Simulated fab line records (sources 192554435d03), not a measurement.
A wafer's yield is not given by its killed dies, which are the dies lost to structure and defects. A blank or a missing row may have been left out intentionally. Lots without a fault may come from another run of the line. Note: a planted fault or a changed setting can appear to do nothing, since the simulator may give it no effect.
A lot that was struck, set against a sound lot | flow n5-finfet | 17 steps out of a route of 1938
Sound: wafers L761.2, L761.4, L761.5. Wafers struck: L769.1, L769.3. The cause comes at the end.
Order at every step that has rows: each side's tool, ch and its chambers, its first start. Under that, the readings that differ: sound wafers | struck wafers | difference of the means | sigmas: that difference in standard deviations of wafers without a fault.
alike: same words and numbers on both sides, and readings whose means sit less than 2 such deviations apart. not compared: any withheld reading, any reading some wafer has no value for, any bound like >300 that may hide the same value, and any number with overlapping values for which the record gives no deviation.
A row with sigmas, a row that says differs or no value, or rows on one side alone: a step with any of these is where the two part. When numbers do not overlap yet have no deviation, they are printed without sigmas and do not part them. Lack of a reading on every wafer of one side parts them only where that side has two or more wafers.

N5_MOL_CONTACT_COAG_INSPECT_42: inspects for defects (brightfield).
  struck on defect-inspect-02, day 8 03:50; sound on defect-inspect-02, day 6 08:11
  alike: raw-defect-count
then, 1 step without rows for these wafers: N5_MOL_CONTACT_COAG_DESCUM_45 (chemistry O2, time 7 s).
N5_MOL_CONTACT_COAG_ETCH_65: etches underlayer in N2/H2, target depth 13 nm, time 10.4 s.
  sound on rie-diel-03 ch 2,3, day 6 08:19; struck on rie-diel-05 ch 0,1, day 8 04:17
  alike: drypump-motor-current-A, etch-rf-on-time-s, oes-product-au, rf-vpp-V, showerhead-plenum-p-Torr, throttle-valve-pct
  not compared: rf-hours-counter-h
N5_MOL_CONTACT_COAG_ETCH_66: etches SiARC in CF4, target depth 13 nm, time 21.7 s.
  sound on rie-diel-03 ch 2,3, day 6 08:20; struck on rie-diel-05 ch 0,1, day 8 04:18
  alike: drypump-motor-current-A, etch-rf-on-time-s, mfc-ar-sccm, oes-product-au, rf-vpp-V, showerhead-plenum-p-Torr, throttle-valve-pct
  not compared: rf-hours-counter-h
then, 2 steps without rows for these wafers: N5_MOL_CONTACT_COAG_ALD_133 (deposits SiO2, target thk 5 nm, pulse time 1 s, co reactant pulse time 1 s); N5_MOL_CONTACT_COAG_ETCHBACK_134 (etches SiO2 in CHF3, target depth 10 nm, time 6.7 s).
N5_MOL_CONTACT_COAG_ETCH_67: etches SOC in N2/H2, target depth 60 nm, overetch 21 nm, time 101.2 s.
  sound on rie-diel-03 ch 1,2,3, day 6 09:01; struck on rie-diel-05 ch 1,2, day 8 04:37
  alike: drypump-motor-current-A, oes-product-au, rf-vpp-V, showerhead-plenum-p-Torr, throttle-valve-pct
  not compared: rf-hours-counter-h
then, 2 steps without rows for these wafers: N5_MOL_CONTACT_COAG_STRIP_68 (strips in N2/H2); N5_MOL_CONTACT_COAG_STRIP_69 (strips in N2/H2).
N5_MOL_CONTACT_COAG_ETCHBACK_136: etches SiO2 in CHF3, target depth 25 nm, time 16.7 s.
  sound on rie-diel-03 ch 1,2,3, day 6 09:06; struck on rie-diel-05 ch 1,2, day 8 04:42
  alike: drypump-motor-current-A, mfc-ar-sccm, oes-product-au, rf-vpp-V, showerhead-plenum-p-Torr, throttle-valve-pct
  not compared: rf-hours-counter-h
then, 1 step without rows for these wafers: N5_MOL_CONTACT_COAG_STRIP_120 (strips in CHF3).
N5_MOL_CONTACT_COAG_VIA_ETCH_117: etches SiO2 in C4F6/O2, target depth 40 nm, overetch 8 nm, time 26 s.
  sound on rie-diel-03 ch 1,2,3, day 6 09:08; struck on rie-diel-05 ch 1,2, day 8 04:44
  alike: O2_flow_sccm, drypump-motor-current-A, mfc-ar-sccm, oes-product-au, rf-vpp-V, showerhead-plenum-p-Torr, throttle-valve-pct
  not compared: rf-hours-counter-h
N5_MOL_CONTACT_COAG_ETCH_124: etches SiNx in CH3F/O2, stops on SiOC, target depth 6.5 nm.
  sound on rie-diel-03 ch 1,2,3, day 6 09:10; struck on rie-diel-05 ch 1,2, day 8 04:46
  reading                                           | sound             | struck      | difference | sigmas
  model.SOC_of_MOL_CONTACT_COAG_COAT_62.thk-nm (nm) | 48.4 49 48.6      | 49.8 49.6   | +1.0       |
  model.etch.depth-nm (nm)                          | 4.993 4.994 5.024 | 4.324 4.354 | -0.665     |
  alike: O2_flow_sccm, drypump-motor-current-A, mfc-ar-sccm, oes-product-au, rf-vpp-V, showerhead-plenum-p-Torr, throttle-valve-pct
  not compared: rf-hours-counter-h
N5_MOL_CONTACT_COAG_ETCH_48: etches SiOC in C4F6/O2, target depth 15 nm, overetch 4.5 nm, time 17 s.
  sound on rie-diel-03 ch 1,2,3, day 6 09:12; struck on rie-diel-05 ch 1,2, day 8 04:48
  reading                                           | sound        | struck  | difference | sigmas
  model.SOC_of_MOL_CONTACT_COAG_COAT_62.thk-nm (nm) | 45.8 46.4 46 | 47.2 47 | +1.0       |
  alike: O2_flow_sccm, drypump-motor-current-A, mfc-ar-sccm, oes-product-au, rf-vpp-V, showerhead-plenum-p-Torr, throttle-valve-pct
  not compared: rf-hours-counter-h
then, 1 step without rows for these wafers: N5_MOL_CONTACT_COAG_STRIP_72 (strips in N2/H2).
-- the record jumps here: 3 days lie between the struck wafers' starts before and after (it left off in module MOL_CONTACT_COAG and takes up again in module BEOL_M4, whose first step shown is number 1111 of the route) --
N5_BEOL_M4_RC_MEAS_101:
  sound on prober-01 ch 0, day 8 21:38; struck on prober-01 ch 0, day 11 03:25
  alike: DIBL_N, DIBL_P, IOFF_N, IOFF_P, ION_N, ION_P, SS_N, SS_P, VT_N, VT_P
-- here the record skips 5 days between the struck wafers' starts before and after, leaving off in module BEOL_M4 and picking up in module PASSIVATION (first step shown: number 1936 of the route) --
N5_PASSIVATION_PROBE_49:
  only the struck wafers here have rows in the record (prober-02, day 15 16:44); the sound ones have none

== WHERE THEY PART ==
At N5_PASSIVATION_PROBE_49 and nowhere else, as far as this record goes.

WHY: what had been put in by the simulator
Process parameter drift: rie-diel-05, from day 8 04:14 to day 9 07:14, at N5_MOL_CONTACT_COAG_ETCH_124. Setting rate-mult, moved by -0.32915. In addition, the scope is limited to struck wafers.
